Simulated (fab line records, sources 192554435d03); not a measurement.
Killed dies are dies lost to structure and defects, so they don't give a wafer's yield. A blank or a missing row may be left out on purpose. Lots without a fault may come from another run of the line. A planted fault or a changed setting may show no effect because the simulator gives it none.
Split-lot experiment | flow n5_finfet | 7 lots, 39 wafers read, on a route of 1938 steps

THE SPLIT
At N5_DUMMY_GATE_EXPOSE_12 (exposes mask GATE, target cd 25 nm), the setting dose_mj was moved away from the recipe's 34 on 12 of the 39 wafers read, by -6.7% to +7.3%. The other wafers ran this setting at the recipe's value.

FROM THE SPLIT TO THE READING: what the file shows between them, 2 steps
- N5_DUMMY_GATE_PEB_13: peb time 60 s
- N5_DUMMY_GATE_DEVELOP_14: develop time 30 s

THE READING
cd_nm, in nm, at N5_DUMMY_GATE_CD_MEAS_15 (target cd 25.8 nm). Fault-free wafers of this fab line usually give 24.97 nm, standard deviation 0.26 nm.

wafer  | tool, chamber at the split | dose_mj as run | against the recipe | cd_nm, nm | against lot-mates on the recipe
L075.1 | euv_scanner-02, 0          | 36.48          | +7.3%              | 23.72     | -0.98
L075.2 | euv_scanner-02, 0          | 34             | recipe             | 24.35     | -
L075.3 | euv_scanner-02, 0          | 34             | recipe             | 24.73     | -
L075.4 | euv_scanner-02, 0          | 36.48          | +7.3%              | 23.57     | -1.13
L075.5 | euv_scanner-02, 0          | 34             | recipe             | 25.01     | -
L075.6 | euv_scanner-02, 0          | 36.48          | +7.3%              | 23.55     | -1.15
L077.1 | euv_scanner-02, 0          | 31.73          | -6.7%              | 26.40     | +1.34
L077.2 | euv_scanner-02, 0          | 31.73          | -6.7%              | 26.58     | +1.52
L077.3 | euv_scanner-02, 0          | 34             | recipe             | 25.16     | -
L077.4 | euv_scanner-02, 0          | 31.73          | -6.7%              | 26.48     | +1.42
L077.5 | euv_scanner-02, 0          | 34             | recipe             | 25.53     | -
L077.6 | euv_scanner-02, 0          | 34             | recipe             | 24.48     | -
L078.1 | euv_scanner-01, 0          | 34             | recipe             | 25.16     | -
L078.2 | euv_scanner-01, 0          | 34             | recipe             | 24.73     | -
L078.3 | euv_scanner-01, 0          | 34             | recipe             | 24.74     | -
L078.4 | euv_scanner-01, 0          | 34             | recipe             | 25.07     | -
L078.5 | euv_scanner-01, 0          | 34             | recipe             | 24.99     | -
L078.6 | euv_scanner-01, 0          | 34             | recipe             | 24.81     | -
L081.1 | euv_scanner-02, 0          | 34             | recipe             | 25.01     | -
L081.2 | euv_scanner-02, 0          | 34             | recipe             | 24.98     | -
L081.3 | euv_scanner-02, 0          | 34             | recipe             | 25.04     | -
L081.4 | euv_scanner-02, 0          | 34             | recipe             | 25.09     | -
L081.5 | euv_scanner-02, 0          | 34             | recipe             | 24.88     | -
L081.6 | euv_scanner-02, 0          | 34             | recipe             | 25.11     | -
L083.1 | euv_scanner-01, 0          | 34             | recipe             | 24.84     | -
L083.3 | euv_scanner-01, 0          | 34             | recipe             | 24.66     | -
L083.4 | euv_scanner-01, 0          | 34             | recipe             | 24.90     | -
L091.1 | euv_scanner-01, 0          | 36.17          | +6.4%              | 23.12     | -1.83
L091.2 | euv_scanner-01, 0          | 36.17          | +6.4%              | 23.95     | -1.00
L091.3 | euv_scanner-01, 0          | 34             | recipe             | 24.81     | -
L091.4 | euv_scanner-01, 0          | 34             | recipe             | 25.01     | -
L091.5 | euv_scanner-01, 0          | 34             | recipe             | 25.03     | -
L091.6 | euv_scanner-01, 0          | 36.17          | +6.4%              | 24.03     | -0.92
L092.1 | euv_scanner-02, 0          | 36.48          | +7.3%              | 23.83     | -1.41
L092.2 | euv_scanner-02, 0          | 36.48          | +7.3%              | 24.09     | -1.15
L092.3 | euv_scanner-02, 0          | 34             | recipe             | 24.98     | -
L092.4 | euv_scanner-02, 0          | 34             | recipe             | 25.40     | -
L092.5 | euv_scanner-02, 0          | 34             | recipe             | 25.34     | -
L092.6 | euv_scanner-02, 0          | 36.48          | +7.3%              | 24.07     | -1.17

THE FIT
A straight line over all 39 wafers: cd_nm changes by -0.186 nm for each +1% of dose_mj; r = -0.93; the points scatter about the line by 0.28 nm.
The same after taking each lot's own level away (the mean of its wafers on the recipe; 39 wafers): -0.183 nm for each +1%; r = -0.95; scatter 0.24 nm.
On that fit, the largest move of dose_mj shifts the reading by 1.3 nm.
The lots' own levels span 24.697 to 25.240 nm, that is 2.1 times the standard deviation above.
So the lot-to-lot level changes the slope little: the two slopes agree.
Check: with one of the wafers moved furthest among these (+7.3%) left out of the fit, the line predicts -1.33 nm for it against its lot-mates. It came out at -0.977 nm against them.

OTHER SPLITS ON THESE WAFERS
These wafers also went through other splits before the reading. Each is held against what the fit with the lots' levels taken away leaves over:
other split on the same wafers        | wafers away from the commonest value | r with cd_nm (lot level and that fit taken away)
N5_ZERO_LAYER_PECVD_02 target_thk_a   | 15                                   | -0.01
N5_PMOS_HMC_CHANNEL_EPI_EPI_20 temp_c | 15                                   | -0.18
N5_FIN_SAQP_ALD_61 ald_cycles         | 18                                   | -0.06

THE FILE'S OWN FIT
cd_nm changes by -0.18 nm for each +1% of dose_mj, r = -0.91.
